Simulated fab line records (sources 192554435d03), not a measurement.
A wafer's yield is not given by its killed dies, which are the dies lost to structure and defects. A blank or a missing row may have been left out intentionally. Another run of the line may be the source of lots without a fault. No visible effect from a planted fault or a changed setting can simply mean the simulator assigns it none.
fab line records -- flow n5-finfet
record lots=9, wafers=27, last-day=17
route steps=1938 shown BEOL_M4@1058 PASSIVATION@1936
lots that met no fault: from a run of the same line without faults
start-h: the number of hours between the record's first day and the start of the first shown wafer of the lot -- wait-h: hours elapsed since this lot's preceding step -- " unchanged from the row above -- L1.1+2: one row covering several wafers at once -- - no value present, or no start provided -- * or withheld: withheld -- < > ~ a bound
route shown NAME@n: a module of which the file shows steps, and the number in the route of the first -- usual: average and standard deviation across the fault-free wafers -- same: alike in all rows -- chamber/n: place in a boat -- sites: each site's reading -- _std_site: standard deviation of those values -- _edge_site: inner sites' mean taken away from outer sites' mean -- radius-mm: for every site, how far away it sits from the centre of the wafer -- mask NAME#n: copy n -- behind: the most recent tool/chamber to have shaped the wafer -- hold: why the lot was held/for how many hours/how that ended -- device: which transistor (n, p or np) failed to switch -- end of line: the same wafers' tests at the end of the route -- where a step has no rows: the recipe by itself -- killed: dies that structure and defects cost at the first sort, which is not the same as the wafer's yield -- map: per-die view of a wafer (x killed, . not killed, _ where there is no die)
set.NAME: the run value of the setting; set.NAME@STEP: its run value at that earlier step -- model.NAME: the simulator's own value behind a step, which no gauge read
one table for each step of the route and one row for each wafer, over a sample of lots
services: when a tool's chamber went out of use (start-h, in hours from the record's first day, below 0 if earlier), for how many hours, and the reason
## steps
# step N5_BEOL_M4_INSPECT_30
# recipe mode=adi, inspect-instrument=brightfield
# usual raw-defect-count=466/120
lot.wafer,tool,chamber,start-h,wait-h,raw-defect-count
L450.4,defect-inspect-02,-,149.10,0.0,581
L450.5,defect-inspect-02,-,149.10,0.0,365
L450.6,defect-inspect-02,-,149.10,0.0,268
L454.1,defect-inspect-01,-,187.66,0.1,538
L454.3,defect-inspect-01,-,187.66,0.1,437
L454.5,defect-inspect-01,-,187.66,0.1,392
L457.3,defect-inspect-02,-,198.41,0.0,428
L457.4,defect-inspect-02,-,198.41,0.0,423
L457.5,defect-inspect-02,-,198.41,0.0,578
L459.3,defect-inspect-02,-,220.76,0.0,522
L459.4,defect-inspect-02,-,220.76,0.0,609
L459.5,defect-inspect-02,-,220.76,0.0,594
L463.1,defect-inspect-02,-,229.34,0.1,468
L463.2,defect-inspect-02,-,229.34,0.1,496
L463.3,defect-inspect-02,-,229.34,0.1,420
L467.1,defect-inspect-01,-,262.57,0.1,610
L467.2,defect-inspect-01,-,262.57,0.1,615
L467.6,defect-inspect-01,-,262.57,0.1,453
L473.2,defect-inspect-02,-,292.04,0.0,332
L473.3,defect-inspect-02,-,292.04,0.0,384
L473.6,defect-inspect-02,-,292.04,0.0,310
L470.1,defect-inspect-02,-,294.20,0.1,583
L470.4,defect-inspect-02,-,294.20,0.1,549
L470.6,defect-inspect-02,-,294.20,0.1,563
L472.3,defect-inspect-02,-,300.66,0.0,387
L472.4,defect-inspect-02,-,300.66,0.0,307
L472.6,defect-inspect-02,-,300.66,0.0,384
# step N5_BEOL_M4_ETCH_70
# recipe chemistry=N2/H2, target=SOC, target-depth-a=800, overetch-a=240, mask-material=SiARC, temp-c=40, time-s=130, ion-energy-ev=200, pressure-mtorr=30, source-w=840, bias-w=150, n2-flow-sccm=200, h2-flow-sccm=200
# usual drypump-motor-current-A=5.9/0.36, h2-flow-sccm=199.9/0.67, oes-product-au=0.57/0.06, rf-vpp-V=524.6/2.1, showerhead-plenum-p-Torr=2.57/0.073, throttle-valve-pct=17.9/0.31
# same time-s=130
lot.wafer,tool,chamber,start-h,wait-h,drypump-motor-current-A,h2-flow-sccm,oes-product-au,rf-hours-counter-h,rf-vpp-V,showerhead-plenum-p-Torr,throttle-valve-pct
L450.4,rie-diel-04,1,150.16,0.0,6.5,198.9,0.51,236,524.8,2.62,18.0
L450.5,rie-diel-04,0,150.16,0.0,6.3,200.0,0.53,-,525.9,2.63,17.9
L450.6,rie-diel-04,1,150.16,0.0,6.4,199.6,0.51,-,527.1,2.62,18.0
L454.1,rie-diel-04,0,191.54,0.0,6.2,200.3,0.52,231,525.5,2.62,17.9
L454.3,rie-diel-04,3,191.54,0.0,6.3,199.9,0.55,182,525.9,2.53,18.1
L454.5,rie-diel-04,2,191.54,0.0,6.1,200.4,0.55,-,524.2,2.55,18.3
L457.3,rie-diel-04,0,200.01,0.0,6.3,201.2,0.52,234,525.8,2.62,18.0
L457.4,rie-diel-04,3,200.01,0.0,6.2,199.6,0.55,-,523.6,2.53,18.1
L457.5,rie-diel-04,2,200.01,0.0,6.1,199.7,0.56,-,523.3,2.54,18.4
L459.3,rie-diel-04,0,221.43,0.0,6.3,199.2,0.51,243,526.2,2.61,18.0
L459.4,rie-diel-04,2,221.43,0.0,6.1,199.9,0.55,179,522.1,2.54,18.3
L459.5,rie-diel-04,2,221.43,0.0,6.1,199.5,0.55,-,523.8,2.54,18.4
L463.1,rie-diel-03,1,231.49,0.0,5.4,201.1,0.54,184,521.2,2.42,17.5
L463.2,rie-diel-03,3,231.49,0.0,5.6,199.8,0.53,198,522.1,2.52,18.1
L463.3,rie-diel-03,2,231.49,0.0,5.8,200.7,0.63,66,529.8,2.68,17.4
L467.1,rie-diel-03,3,267.78,0.0,5.5,200.5,0.52,212,522.4,2.52,18.2
L467.2,rie-diel-03,1,267.78,0.0,5.4,200.6,0.53,199,521.3,2.42,17.5
L467.6,rie-diel-03,2,267.78,0.0,5.8,201.6,0.62,-,527.5,2.68,17.5
L473.2,rie-diel-04,2,294.06,0.0,6.1,199.2,0.53,205,523.7,2.53,18.4
L473.3,rie-diel-04,0,294.06,0.0,6.3,199.5,0.71,9,525.5,2.61,17.6
L473.6,rie-diel-04,1,294.06,0.0,6.5,199.2,0.66,-,526.0,2.60,17.7
L470.1,rie-diel-04,2,298.58,0.0,6.1,200.9,0.53,207,522.0,2.53,18.4
L470.4,rie-diel-04,1,298.58,0.0,6.4,199.5,0.66,31,524.9,2.60,17.7
L470.6,rie-diel-04,3,298.58,0.0,6.2,200.3,0.53,-,523.0,2.51,18.2
L472.3,rie-diel-04,2,308.11,0.0,6.1,200.7,0.53,210,523.3,2.53,18.4
L472.4,rie-diel-04,3,308.11,0.0,6.3,200.7,0.53,225,524.1,2.51,18.2
L472.6,rie-diel-04,0,308.11,0.0,6.3,199.8,0.70,-,525.8,2.61,17.6
# step N5_BEOL_M4_HM_STRIP_39
# recipe chemistry=peroxide-tin-strip, material=TiN, target-depth-a=250, temp-c=50, time-s=158
# usual run-length-s=164.8/2.7
lot.wafer,tool,chamber,start-h,wait-h,run-length-s
L450.4,wet-bench-05,0,150.55,0.0,163.5
L450.5,wet-bench-05,1,150.55,0.0,164.5
L450.6,wet-bench-05,7,150.55,0.0,162.2
L454.1,wet-bench-01,6,191.94,0.0,164.8
L454.3,wet-bench-01,3,191.94,0.0,163.5
L454.5,wet-bench-01,7,191.94,0.0,164.6
L457.3,wet-bench-02,6,200.40,0.0,162.5
L457.4,wet-bench-02,0,200.40,0.0,164.3
L457.5,wet-bench-02,5,200.40,0.0,163.4
L459.3,wet-bench-05,7,221.82,0.0,96.3
L459.4,wet-bench-05,1,221.82,0.0,98.7
L459.5,wet-bench-05,5,221.82,0.0,96.9
L463.1,wet-bench-05,7,231.89,0.0,96.4
L463.2,wet-bench-05,3,231.89,0.0,98.5
L463.3,wet-bench-05,1,231.89,0.0,99.0
L467.1,wet-bench-01,3,268.17,0.0,164.6
L467.2,wet-bench-01,0,268.17,0.0,165.7
L467.6,wet-bench-01,7,268.17,0.0,166.0
L473.2,wet-bench-02,5,294.46,0.0,163.6
L473.3,wet-bench-02,3,294.46,0.0,165.3
L473.6,wet-bench-02,0,294.46,0.0,164.5
L470.1,wet-bench-05,4,298.98,0.0,163.8
L470.4,wet-bench-05,3,298.98,0.0,163.7
L470.6,wet-bench-05,5,298.98,0.0,164.2
L472.3,wet-bench-05,0,308.50,0.0,163.8
L472.4,wet-bench-05,5,308.50,0.0,162.6
L472.6,wet-bench-05,7,308.50,0.0,161.6
# step N5_BEOL_M4_ALD_84
# recipe material=TaN, target-thk-a=*, temp-c=275, ald-precursor-family=PDMAT, ald-co-reactant=NH3, pressure-torr=3, carrier-flow-sccm=1500, pulse-time-s=2, purge-time-s=3, co-reactant-purge-time-s=2, co-reactant-pulse-time-s=3, ald-cycles=30, precursor-vessel-temp-c=75, precursor-vessel-pressure-torr=26.25, precursor-vessel-carrier-sccm=1000
# usual chamber-pressure-Torr=3.001/0.0069, heater-power-w=421/29
# same ald-cycles=30, co-reactant-purge-time-s=2
lot.wafer,tool,chamber,start-h,wait-h,chamber-pressure-Torr,heater-power-w,since-wet-clean-h
L450.4,ald-metal-04,0,151.66,0.0,2.985,390,4430
L450.5,ald-metal-04,2,151.66,0.0,3.008,417,-
L450.6,ald-metal-04,3,151.66,0.0,2.991,485,-
L454.1,ald-metal-01,2,192.47,0.1,2.998,418,2932
L454.3,ald-metal-01,3,192.47,0.1,2.997,409,2932
L454.5,ald-metal-01,1,192.47,0.1,3.012,410,-
L457.3,ald-metal-04,0,200.79,0.1,3.008,388,4479
L457.4,ald-metal-04,3,200.79,0.1,3.001,484,4479
L457.5,ald-metal-04,0,200.79,0.1,2.999,391,-
L459.3,ald-metal-03,3,222.10,0.0,2.998,383,6039
L459.4,ald-metal-03,1,222.10,0.0,2.997,434,6039
L459.5,ald-metal-03,1,222.10,0.0,2.990,432,-
L463.1,ald-metal-04,3,232.19,0.1,2.997,478,4510
L463.2,ald-metal-04,0,232.19,0.1,3.001,391,4510
L463.3,ald-metal-04,2,232.19,0.1,3.010,429,4510
L467.1,ald-metal-04,1,268.85,0.0,2.996,415,4547
L467.2,ald-metal-04,2,268.85,0.0,2.997,416,4547
L467.6,ald-metal-04,3,268.85,0.0,3.004,482,-
L473.2,ald-metal-04,1,294.77,0.0,3.015,406,4573
L473.3,ald-metal-04,3,294.77,0.0,3.002,479,4573
L473.6,ald-metal-04,0,294.77,0.0,3.000,392,-
L470.1,ald-metal-03,1,299.39,0.1,3.006,442,6116
L470.4,ald-metal-03,3,299.39,0.1,3.000,391,6116
L470.6,ald-metal-03,2,299.39,0.1,2.996,392,-
L472.3,ald-metal-04,2,309.27,0.1,2.999,429,4588
L472.4,ald-metal-04,3,309.27,0.1,2.993,467,4588
L472.6,ald-metal-04,3,309.27,0.1,2.993,474,-
# step N5_BEOL_M4_RC_MEAS_101
# usual DIBL_N=35.9/1.3, DIBL_P=35.9/1.6, IOFF_N=0.156/0.022, IOFF_P=0.205/0.023, ION_N=675/9, ION_P=463/5.6, SS_N=71.4/0.57, SS_P=73.1/0.52, VT_N=249.7/2.8, VT_P=-250.2/2.5
lot.wafer,tool,chamber,start-h,wait-h,DIBL_N[mV/V],DIBL_P[mV/V],IOFF_N[nA/um],IOFF_P[nA/um],ION_N[uA/um],ION_P[uA/um],SS_N[mV/dec],SS_P[mV/dec],VT_N[mV],VT_P[mV]
L450.4,prober-01,0,155.94,0.5,36.1,36.4,0.151,0.213,667,467,70.4,73.2,251.6,-249.9
L450.5,prober-01,0,155.94,0.5,36.0,36.6,0.157,0.220,686,468,71.2,73.6,250.6,-249.2
L450.6,prober-01,0,155.94,0.5,36.9,37.0,0.162,0.223,670,463,71.6,73.7,251.5,-249.0
L454.1,prober-01,0,197.44,0.0,35.5,36.9,0.157,0.188,677,460,70.8,73.3,249.9,-252.9
L454.3,prober-01,0,197.44,0.0,36.9,38.7,0.190,0.218,691,466,71.9,73.0,248.4,-249.9
L454.5,prober-01,0,197.44,0.0,37.6,39.1,0.204,0.226,688,459,72.4,73.5,246.2,-252.3
L457.3,prober-02,0,205.60,0.3,34.7,35.5,0.136,0.218,673,467,71.1,72.3,249.2,-247.6
L457.4,prober-02,0,205.60,0.3,37.3,38.2,0.170,0.266,675,472,72.1,73.3,248.7,-243.5
L457.5,prober-02,0,205.60,0.3,35.3,35.8,0.142,0.223,679,474,71.8,72.5,250.7,-248.0
L459.3,prober-01,0,225.88,0.3,35.3,34.7,0.144,0.198,676,461,70.3,72.7,252.4,-253.1
L459.4,prober-01,0,225.88,0.3,35.4,34.5,0.139,0.194,667,460,70.1,73.5,251.9,-251.6
L459.5,prober-01,0,225.88,0.3,35.5,34.6,0.142,0.196,668,455,71.1,73.1,251.9,-250.6
L463.1,prober-02,0,235.90,0.0,37.2,36.7,0.181,0.257,677,469,72.4,73.4,246.8,-245.6
L463.2,prober-02,0,235.90,0.0,36.3,35.5,0.157,0.219,664,464,72.0,72.3,250.5,-248.8
L463.3,prober-02,0,235.90,0.0,36.0,35.5,0.153,0.230,669,474,71.7,73.2,252.2,-247.1
L467.1,prober-02,0,272.72,0.0,38.3,37.3,0.176,0.246,678,469,70.9,73.8,249.1,-246.2
L467.2,prober-02,0,272.72,0.0,36.2,35.6,0.139,0.225,664,472,70.7,73.2,250.8,-244.7
L467.6,prober-02,0,272.72,0.0,36.1,36.0,0.146,0.226,672,473,71.4,72.6,249.6,-248.5
L473.2,prober-02,0,298.43,0.2,38.9,38.9,0.200,0.240,683,463,71.4,74.7,246.9,-249.0
L473.3,prober-02,0,298.43,0.2,38.1,36.9,0.182,0.209,680,460,71.7,73.5,248.8,-250.7
L473.6,prober-02,0,298.43,0.2,37.4,36.3,0.172,0.203,680,462,71.7,73.1,250.2,-252.5
L470.1,prober-01,0,302.79,0.0,34.5,35.4,0.140,0.186,673,460,71.1,72.7,249.2,-253.0
L470.4,prober-01,0,302.79,0.0,35.3,36.1,0.154,0.202,676,459,72.1,72.4,250.1,-250.4
L470.6,prober-01,0,302.79,0.0,32.4,33.1,0.116,0.156,664,457,70.8,72.0,254.7,-251.6
L472.3,prober-01,0,314.45,0.3,34.8,33.5,0.121,0.176,667,466,71.0,72.4,252.6,-252.6
L472.4,prober-01,0,314.45,0.3,35.9,35.1,0.141,0.204,671,468,71.4,73.3,251.9,-248.8
L472.6,prober-01,0,314.45,0.3,35.1,33.4,0.122,0.179,669,464,70.9,73.0,252.8,-248.2
# step N5_PASSIVATION_PROBE_49
# usual defect-limited-yield=91.3/1.4, killed_at_M0_to_M3=35/11, killed_at_M4_up=14/5.4, killed-at-contacts=12/6.2, killed-at-front-end=38/11, killed-at-other=4.1/2.8, killed-dies=103/17, killed-open=66/13, killed-short=34/8.2, sort_bin_5_function=5.1/0.89, sort_bin_6_memory=3.3/0.72, sort-n-pass=1077/17, sort-yield-pct=91.3/1.4
# same gross-dies=1180, killed-at-back-side=0, sort_bin_4_leakage[%]=0, sort_bin_8_speed[%]=0
lot.wafer,tool,chamber,start-h,wait-h,defect-limited-yield[%],killed_at_M0_to_M3,killed_at_M4_up,killed-at-contacts,killed-at-front-end,killed-at-other,killed-dies,killed-open,killed-short,sort_bin_5_function[%],sort_bin_6_memory[%],sort-n-pass,sort-yield-pct[%]
L459.3,prober-01,-,334.87,0.1,89.9,24,13,26,54,2,119,76,39,6.2,3.6,1061,89.9
L459.4,prober-01,-,334.92,0.2,91.0,23,15,22,43,3,106,69,34,5.1,3.6,1074,91.0
L459.5,prober-01,-,334.97,0.2,91.9,25,14,18,36,2,95,64,28,6.0,1.9,1085,91.9
L463.2,prober-02,-,346.02,0.1,91.5,37,10,8,40,5,100,67,31,5.5,2.6,1080,91.5
# killed by level:class
L459.3 MOL_CONTACT_COAG:geometric-particle:open=23 FIN_SAQP:geometric-particle:open=15 FIN_SAQP:geometric-particle:short=13 BEOL_M0_SAQP:geometric-particle:short=7 GATE_CUT:geometric-particle:open=6 STI_FIN_REVEAL:geometric-particle:open=5 BEOL_M4:geometric-particle:open=4 BEOL_M3:geometric-particle:open=4
L459.4 MOL_CONTACT_COAG:geometric-particle:open=14 STI_FIN_REVEAL:geometric-particle:open=11 MOL_CONTACT_COAG:geometric-particle:short=8 BEOL_M4:geometric-particle:open=8 FIN_SAQP:geometric-particle:open=7 FIN_SAQP:geometric-particle:short=6 BEOL_M2:geometric-particle:open=6 STI_FIN_REVEAL:geometric-particle:short=4
L459.5 MOL_CONTACT_COAG:geometric-particle:open=13 BEOL_M4:geometric-particle:open=10 DUMMY_GATE:geometric-particle:open=7 STI_FIN_REVEAL:geometric-particle:open=6 BEOL_M3:geometric-particle:short=6 BEOL_M1:geometric-particle:open=5 GATE_CUT:geometric-particle:open=4 MOL_CONTACT_COAG:geometric-particle:short=4
L463.2 STI_FIN_REVEAL:geometric-particle:open=16 FIN_SAQP:geometric-particle:open=7 GATE_CUT:geometric-particle:short=6 BEOL_M0_SAQP:geometric-particle:open=6 BEOL_M1:geometric-particle:open=6 BEOL_M2:geometric-particle:open=6 MOL_CONTACT_COAG:geometric-particle:open=5 BEOL_M4:geometric-particle:open=5
## services
tool,chamber,start-h,hours,kind
ald-metal-04,1,144.97,1.8,repair
ald-metal-04,-,151.27,0.2,repair
ald-metal-01,-,160.28,0.9,repair
ald-metal-04,3,166.35,5.0,repair
rie-diel-04,1,198.07,-,clean
rie-diel-04,1,198.07,-,consumable-replace:focus-ring
rie-diel-04,1,198.07,16.8,scheduled-down
rie-diel-04,1,198.07,16.8,vent-cycle
ald-metal-04,-,214.64,14.6,pm
rie-diel-03,0,230.47,-,clean
rie-diel-03,0,230.47,-,consumable-replace:focus-ring
rie-diel-03,0,230.47,17.0,scheduled-down
rie-diel-03,0,230.47,17.0,vent-cycle
rie-diel-04,0,242.74,-,clean
rie-diel-04,0,242.74,-,consumable-replace:focus-ring
rie-diel-04,0,242.74,14.2,scheduled-down
rie-diel-04,0,242.74,14.2,vent-cycle
rie-diel-04,0,266.18,6.3,repair
ald-metal-04,-,288.82,0.9,repair
## key
first-sign step=N5_BEOL_M4_HM_STRIP_39, reading=run-length-s, direction=down, sigmas=25, usual=*, struck=*
effect none on later readings
met-at N5_BEOL_M4_HM_STRIP_39
struck-lots L459,L463
not-acting-at N5_BEOL_M4_INSPECT_30,N5_BEOL_M4_ETCH_70,N5_BEOL_M4_ALD_84
onset-between 150.55 221.82
fault kind=process-parameter-drift, tool=wet-bench-05, chamber=-, onset-h=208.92, steps=N5_BEOL_M4_HM_STRIP_39, channel=time-s, offset=*, shape=step, end-h=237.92, acts-in=*, stated=*
